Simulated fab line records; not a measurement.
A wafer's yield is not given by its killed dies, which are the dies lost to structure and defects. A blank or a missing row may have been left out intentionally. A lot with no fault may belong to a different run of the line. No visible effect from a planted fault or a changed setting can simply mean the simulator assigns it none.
Split-lot study + flow n5 finfet + 21 wafers read from 7 lots, route of 1938 steps

SPLIT DETAILS
At N5_SD_EPI_N_COAT_33 (time 60 s, resist thk 35 nm), the setting spin rpm was moved away from the recipe's 1500 rpm on 6 of the 21 wafers read, by -4.5% to +6.5%. For the rest of the wafers, this setting stayed at what the recipe calls for.

FROM THE SPLIT TO THE READING: what the file shows between them, 7 steps
- N5_SD_EPI_N_PEB_07: peb time 60 s (also split here: peb temp c)
- N5_SD_EPI_N_DEVELOP_08: develop time 30 s
- N5_SD_EPI_N_CD_MEAS_09: target cd 120 nm
- N5_SD_EPI_N_DESCUM_14: chemistry O2, time 7.9 s
- N5_SD_EPI_N_ETCH_34: etches SiARC in CF4, target depth 45.5 nm, time 75.8 s
- N5_SD_EPI_N_ETCH_35: etches SOC in N2/H2, overetch 108 nm, time 486 s
- N5_SD_EPI_N_STRIP_36: strips in N2/H2

THE READING
SiARC_of_SD_EPI_N_COAT_33.thk nm (the simulator's own value, which no gauge read), in nm, at N5_SD_EPI_N_ETCHBACK_44 (etches SiNx in CH3F/O2, stops on SiO2, target depth 14.5 nm). No usual value for it is given in the file. Here, 15 wafers ran the recipe; their average is 15.9 nm with a standard deviation of 0.31 nm.

| wafer  | tool, chamber at the split | spin rpm as run, rpm | against the recipe | SiARC_of_SD_EPI_N_COAT_33.thk nm, nm | against lot-mates on the recipe |
|--------|----------------------------|----------------------|--------------------|--------------------------------------|---------------------------------|
| L074.3 | litho track-04, 0          | 1500                 | recipe             | 15.6                                 | -                               |
| L074.4 | litho track-04, 0          | 1500                 | recipe             | 15.8                                 | -                               |
| L074.6 | litho track-04, 0          | 1500                 | recipe             | 15.8                                 | -                               |
| L076.1 | litho track-04, 0          | 1500                 | recipe             | 15.4                                 | -                               |
| L076.2 | litho track-04, 0          | 1500                 | recipe             | 15.6                                 | -                               |
| L076.6 | litho track-04, 0          | 1500                 | recipe             | 15.6                                 | -                               |
| L078.1 | litho track-01, 0          | 1500                 | recipe             | 16                                   | -                               |
| L078.3 | litho track-01, 0          | 1500                 | recipe             | 16.2                                 | -                               |
| L078.5 | litho track-01, 0          | 1500                 | recipe             | 16.2                                 | -                               |
| L086.3 | litho track-05, 0          | 1500                 | recipe             | 16                                   | -                               |
| L086.4 | litho track-05, 0          | 1500                 | recipe             | 15.8                                 | -                               |
| L086.5 | litho track-05, 0          | 1598                 | +6.5%              | 14.8                                 | -1.1                            |
| L093.4 | litho track-01, 0          | 1500                 | recipe             | 16.2                                 | -                               |
| L093.5 | litho track-01, 0          | 1448                 | -3.5%              | 16.6                                 | +0.5                            |
| L093.6 | litho track-01, 0          | 1500                 | recipe             | 16                                   | -                               |
| L095.4 | litho track-01, 0          | 1432                 | -4.5%              | 16.8                                 | +0.2                            |
| L095.5 | litho track-01, 0          | 1432                 | -4.5%              | 17.2                                 | +0.6                            |
| L095.6 | litho track-01, 0          | 1500                 | recipe             | 16.6                                 | -                               |
| L097.1 | litho track-04, 0          | 1546                 | +3.1%              | 16.2                                 | +0.0                            |
| L097.3 | litho track-04, 0          | 1500                 | recipe             | 16.2                                 | -                               |
| L097.6 | litho track-04, 0          | 1546                 | +3.1%              | 15.8                                 | -0.4                            |

FIT RESULTS
A straight line over all 21 wafers: SiARC_of_SD_EPI_N_COAT_33.thk nm changes by -0.166 nm for each +1% of spin rpm; r = -0.76; the points scatter about the line by 0.35 nm.
The same after taking each lot's own level away (the mean of its wafers on the recipe; 21 wafers): -0.12 nm for each +1%; r = -0.88; scatter 0.16 nm.
Per that fit: largest spin rpm move, reading shift of 0.79 nm.
From 15.53 to 16.60 nm: that is the span of the lots' own levels, equal to 3.5 times the standard deviation above.
So the lot-to-lot level blurs the effect unless lot-mates are compared.
Check: -0.573 nm against its lot-mates is what the line predicts for one of the wafers moved furthest among these (+6.5%) when that wafer is left out of the fit. Against them it came out at -1.1 nm.

FURTHER SPLITS ON THESE WAFERS
These wafers also went through other splits before the reading. Each is held against what the fit with the lots' levels taken away leaves over:
| other split on the same wafers                    | wafers away from the commonest value | r with SiARC_of_SD_EPI_N_COAT_33.thk nm (lot level and that fit taken away) |
|---------------------------------------------------|--------------------------------------|-----------------------------------------------------------------------------|
| N5_WELL_APT_PEB_23 peb time s                     | 11                                   | -0.19                                                                       |
| N5_WELL_APT_DESCUM_30 time s                      | 6                                    | +0.06                                                                       |
| N5_PMOS_HMC_CHANNEL_EPI_PEB_07 peb time s         | 6                                    | +0.01                                                                       |
| N5_PMOS_HMC_CHANNEL_EPI_DEVELOP_08 develop time s | 8                                    | -0.08                                                                       |
| N5_FIN_SAQP_COAT_68 spin rpm                      | 5                                    | +0.16                                                                       |
| N5_SD_EPI_N_PEB_07 peb temp c                     | 9                                    | -0.09                                                                       |

THE WHOLE CHAIN: every reading that the file lists as answering this split, in the file's order
| step                    | what it does                                                | reading                                                                           | change (the file's fit)               | r (the file's) |
|-------------------------|-------------------------------------------------------------|-----------------------------------------------------------------------------------|---------------------------------------|----------------|
| N5_SD_EPI_N_COAT_33     | time 60 s, resist thk 35 nm                                 | SiARC_of_SD_EPI_N_COAT_33.thk nm (the simulator's own value, which no gauge read) | -0.175 nm for each +1% of the setting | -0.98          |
| N5_SD_EPI_N_ETCH_34     | etches SiARC in CF4, target depth 45.5 nm, time 75.8 s      | etch.depth nm (the simulator's own value, which no gauge read)                    | -0.171 nm for each +1% of the setting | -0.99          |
| N5_SD_EPI_N_ETCH_35     | etches SOC in N2/H2, overetch 108 nm, time 486 s            | SiARC_of_SD_EPI_N_COAT_33.thk nm (the simulator's own value, which no gauge read) | -0.143 nm for each +1% of the setting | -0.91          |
| N5_SD_EPI_N_ETCHBACK_44 | etches SiNx in CH3F/O2, stops on SiO2, target depth 14.5 nm | SiARC_of_SD_EPI_N_COAT_33.thk nm (the simulator's own value, which no gauge read) | -0.134 nm for each +1% of the setting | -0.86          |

THE FILE'S OWN FIT
SiARC_of_SD_EPI_N_COAT_33.thk nm changes by -0.134 nm for each +1% of spin rpm, r = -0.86.
